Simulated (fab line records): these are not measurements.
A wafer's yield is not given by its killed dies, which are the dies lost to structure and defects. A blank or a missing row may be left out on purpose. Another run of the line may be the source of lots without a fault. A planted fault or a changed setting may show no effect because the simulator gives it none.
Split-lot experiment	flow n5Finfet	21 wafers read across 7 lots, on a route 1938 steps long

== ON THE SPLIT ==
At N5_ZERO_LAYER_COAT_05 (resist thk 1000 nm), the setting spinRpm was moved away from the recipe's 1500 rpm on 3 of the 21 wafers read, by -7.9% to +8.7%. The other wafers ran this setting at the recipe's value.

== FROM THE SPLIT TO THE READING: what the file shows between them, 5 steps ==
- N5_ZERO_LAYER_PEB_09 (also split here: pebTimeS)
- N5_ZERO_LAYER_DEVELOP_10: develop time 60 s
- N5_ZERO_LAYER_HARDBAKE_23: time 120 s
- N5_ZERO_LAYER_DESCUM_16: chemistry O2, time 7.9 s
- N5_ZERO_LAYER_ETCH_17: etches SiO2 in CF4, target depth 12 nm, time 13.3 s

== THE READING ==
coat_of_ZERO_LAYER_COAT_05.thkNm (the simulator's own value, which no gauge read), in nm, at N5_ZERO_LAYER_ETCH_18 (etches Si in HBr/Cl2, target depth 120 nm, time 40 s). The file gives no usual value for it. Across the 18 wafers here that went through the recipe, the average is 933.2 nm and the standard deviation 3.7 nm.

wafer	tool, chamber at the split	spinRpm as run, rpm	against the recipe	coat_of_ZERO_LAYER_COAT_05.thkNm, nm	against lot-mates on the recipe
L078.1	lithoTrack-04, 0	1500	recipe	926.9	-
L078.5	lithoTrack-04, 0	1500	recipe	926.9	-
L078.4	lithoTrack-04, 0	1500	recipe	924.7	-
L081.4	lithoTrack-04, 0	1500	recipe	932.6	-
L081.5	lithoTrack-04, 0	1500	recipe	933	-
L081.6	lithoTrack-04, 0	1500	recipe	935.4	-
L082.1	lithoTrack-02, 0	1500	recipe	935.3	-
L082.2	lithoTrack-02, 0	1500	recipe	932.7	-
L082.6	lithoTrack-02, 0	1500	recipe	932.6	-
L085.2	lithoTrack-01, 0	1500	recipe	937.5	-
L085.5	lithoTrack-01, 0	1500	recipe	936.4	-
L085.6	lithoTrack-01, 0	1500	recipe	939.7	-
L090.1	lithoTrack-01, 0	1500	recipe	934	-
L090.3	lithoTrack-01, 0	1630	+8.7%	889.5	-44.2
L090.5	lithoTrack-01, 0	1500	recipe	933.5	-
L091.3	lithoTrack-02, 0	1622	+8.1%	893.9	-39.4
L091.4	lithoTrack-02, 0	1500	recipe	932.1	-
L091.6	lithoTrack-02, 0	1500	recipe	934.5	-
L094.1	lithoTrack-02, 0	1500	recipe	933.4	-
L094.2	lithoTrack-02, 0	1382	-7.9%	977.6	+42.8
L094.4	lithoTrack-02, 0	1500	recipe	936.2	-

FIT RESULTS
A straight line over all 21 wafers: coat_of_ZERO_LAYER_COAT_05.thkNm changes by -5.17 nm for each +1% of spinRpm; r = -0.98; the points scatter about the line by 3.7 nm.
The same after taking each lot's own level away (the mean of its wafers on the recipe; 21 wafers): -5.13 nm for each +1%; r = -1.00; scatter 1.4 nm.
On that fit, the largest move of spinRpm shifts the reading by 44 nm.
Across the lots, their own levels run from 926.17 to 937.87 nm, a range of 3.2 times the standard deviation given above.
Consequently the slope shifts little with the lot-to-lot level, the two slopes agreeing.
Check: with one of the wafers moved furthest among these (+8.7%) left out of the fit, the line predicts -44.2 nm for it against its lot-mates. Against them it came out at -44.2 nm.

== THESE WAFERS: OTHER SPLITS ==
Other splits were also applied to these wafers ahead of the reading. Each is held against what the fit with the lots' levels taken away leaves over:
other split on the same wafers	wafers away from the commonest value	r with coat_of_ZERO_LAYER_COAT_05.thkNm (lot level and that fit taken away)
N5_ZERO_LAYER_PEB_09 pebTimeS	as run: not given for these wafers	-

== THE WHOLE CHAIN: every reading that the file lists as answering this split, in the file's order ==
step	what it does	reading	change (the file's fit)	r (the file's)
N5_ZERO_LAYER_COAT_05	resist thk 1000 nm	coat_of_ZERO_LAYER_COAT_05.thkNm (the simulator's own value, which no gauge read)	-5.04 nm for each +1% of the setting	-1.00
N5_ZERO_LAYER_ETCH_18	etches Si in HBr/Cl2, target depth 120 nm, time 40 s	coat_of_ZERO_LAYER_COAT_05.thkNm (the simulator's own value, which no gauge read)	-5.12 nm for each +1% of the setting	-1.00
N5_ZERO_LAYER_STRIP_24	strips in O2	stripTimeToEndpointS	withheld for each +1% of the setting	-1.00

== THE FILE'S OWN FIT ==
coat_of_ZERO_LAYER_COAT_05.thkNm changes by -5.12 nm for each +1% of spinRpm, r = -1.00.
